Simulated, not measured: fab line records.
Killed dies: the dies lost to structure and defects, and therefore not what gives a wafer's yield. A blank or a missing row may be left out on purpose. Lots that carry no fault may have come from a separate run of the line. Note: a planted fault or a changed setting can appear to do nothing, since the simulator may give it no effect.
Matching of chambers || flow n5 finfet || N5_PMOS_HMC_CHANNEL_EPI_STRIP_33 on rie diel-05 has 4 sister chambers
The step strips in N2/H2. 14 wafers are shown with their chamber, then 7 later ones without.

## WAFERS PAIRED WITH THEIR CHAMBERS
{"wafer": "L080.1", "chamber": 3, "drypump motor current A (A)": 5.2, "showerhead plenum p Torr (Torr)": 3.36, "throttle valve pct (%)": 18.75}
{"wafer": "L080.4", "chamber": 0, "drypump motor current A (A)": 5.8, "showerhead plenum p Torr (Torr)": 3.31, "throttle valve pct (%)": 19.39}
{"wafer": "L080.6", "chamber": 0, "drypump motor current A (A)": 5.8, "showerhead plenum p Torr (Torr)": 3.31, "throttle valve pct (%)": 19.41}
{"wafer": "L081.1", "chamber": 1, "drypump motor current A (A)": 5.6, "showerhead plenum p Torr (Torr)": 3.49, "throttle valve pct (%)": 19.47}
{"wafer": "L081.3", "chamber": 0, "drypump motor current A (A)": 5.8, "showerhead plenum p Torr (Torr)": 3.31, "throttle valve pct (%)": 19.41}
{"wafer": "L081.4", "chamber": 2, "drypump motor current A (A)": 6.0, "showerhead plenum p Torr (Torr)": 3.53, "throttle valve pct (%)": 19.38}
{"wafer": "L084.1", "chamber": 2, "drypump motor current A (A)": 6.0, "showerhead plenum p Torr (Torr)": 3.53, "throttle valve pct (%)": 19.39}
{"wafer": "L084.4", "chamber": 3, "drypump motor current A (A)": 5.2, "showerhead plenum p Torr (Torr)": 3.35, "throttle valve pct (%)": 18.77}
{"wafer": "L084.6", "chamber": 3, "drypump motor current A (A)": 5.2, "showerhead plenum p Torr (Torr)": 3.35, "throttle valve pct (%)": 18.77}
{"wafer": "L085.2", "chamber": 2, "drypump motor current A (A)": 6.0, "showerhead plenum p Torr (Torr)": 3.53, "throttle valve pct (%)": 19.44}
{"wafer": "L085.3", "chamber": 3, "drypump motor current A (A)": 5.2, "showerhead plenum p Torr (Torr)": 3.35, "throttle valve pct (%)": 18.76}
{"wafer": "L085.4", "chamber": 1, "drypump motor current A (A)": 5.6, "showerhead plenum p Torr (Torr)": 3.48, "throttle valve pct (%)": 19.48}
{"wafer": "L090.3", "chamber": 2, "drypump motor current A (A)": 6.0, "showerhead plenum p Torr (Torr)": 3.52, "throttle valve pct (%)": 19.43}
{"wafer": "L090.4", "chamber": 3, "drypump motor current A (A)": 5.1, "showerhead plenum p Torr (Torr)": 3.35, "throttle valve pct (%)": 18.80}

SIGNATURES, as means of the wafers listed above
{"reading": "drypump motor current A", "chamber 0": 5.800, "chamber 1": 5.600, "chamber 2": 6.000, "chamber 3": 5.180, "scatter within a chamber": 0.0283}
{"reading": "showerhead plenum p Torr", "chamber 0": 3.3100, "chamber 1": 3.4850, "chamber 2": 3.5275, "chamber 3": 3.3520, "scatter within a chamber": 0.00453}
{"reading": "throttle valve pct", "chamber 0": 19.4033, "chamber 1": 19.4750, "chamber 2": 19.4100, "chamber 3": 18.7700, "scatter within a chamber": 0.0208}
Rule: a wafer's distance from a chamber is the root of the sum, over the readings, of the square of ((its reading less the chamber's mean) divided by the reading's scatter). The wafer belongs to the nearest chamber; if the next one is less than 2 further off, it can't be placed. The scatter: the root of (the sum of the squares of (reading less its chamber's mean) over the shown wafers, divided by (wafers less chambers)).

## WAFERS WHOSE CHAMBER IS MISSING
{"wafer": "L090.5", "drypump motor current A (A)": 6.0, "showerhead plenum p Torr (Torr)": 3.52, "throttle valve pct (%)": 19.41}
{"wafer": "L092.1", "drypump motor current A (A)": 5.8, "showerhead plenum p Torr (Torr)": 3.29, "throttle valve pct (%)": 19.43}
{"wafer": "L092.2", "drypump motor current A (A)": 5.7, "showerhead plenum p Torr (Torr)": 3.48, "throttle valve pct (%)": 19.52}
{"wafer": "L092.6", "drypump motor current A (A)": 5.9, "showerhead plenum p Torr (Torr)": 3.30, "throttle valve pct (%)": 19.42}
{"wafer": "L095.2", "drypump motor current A (A)": 5.6, "showerhead plenum p Torr (Torr)": 3.47, "throttle valve pct (%)": 19.51}
{"wafer": "L095.5", "drypump motor current A (A)": 5.7, "showerhead plenum p Torr (Torr)": 3.47, "throttle valve pct (%)": 19.53}
{"wafer": "L095.6", "drypump motor current A (A)": 6.0, "showerhead plenum p Torr (Torr)": 3.52, "throttle valve pct (%)": 19.42}

## THE CHAMBER EACH PASSED THROUGH
{"wafer": "L090.5", "from the rows above": 2, "in truth": 2}
{"wafer": "L092.1", "from the rows above": 0, "in truth": 0}
{"wafer": "L092.2", "from the rows above": 1, "in truth": 1}
{"wafer": "L092.6", "from the rows above": 0, "in truth": 0}
{"wafer": "L095.2", "from the rows above": 1, "in truth": 1}
{"wafer": "L095.5", "from the rows above": 1, "in truth": 1}
{"wafer": "L095.6", "from the rows above": 2, "in truth": 2}
Placed correctly: 7 of 7. From these rows, 0 cannot be placed. 0 placed wrongly.
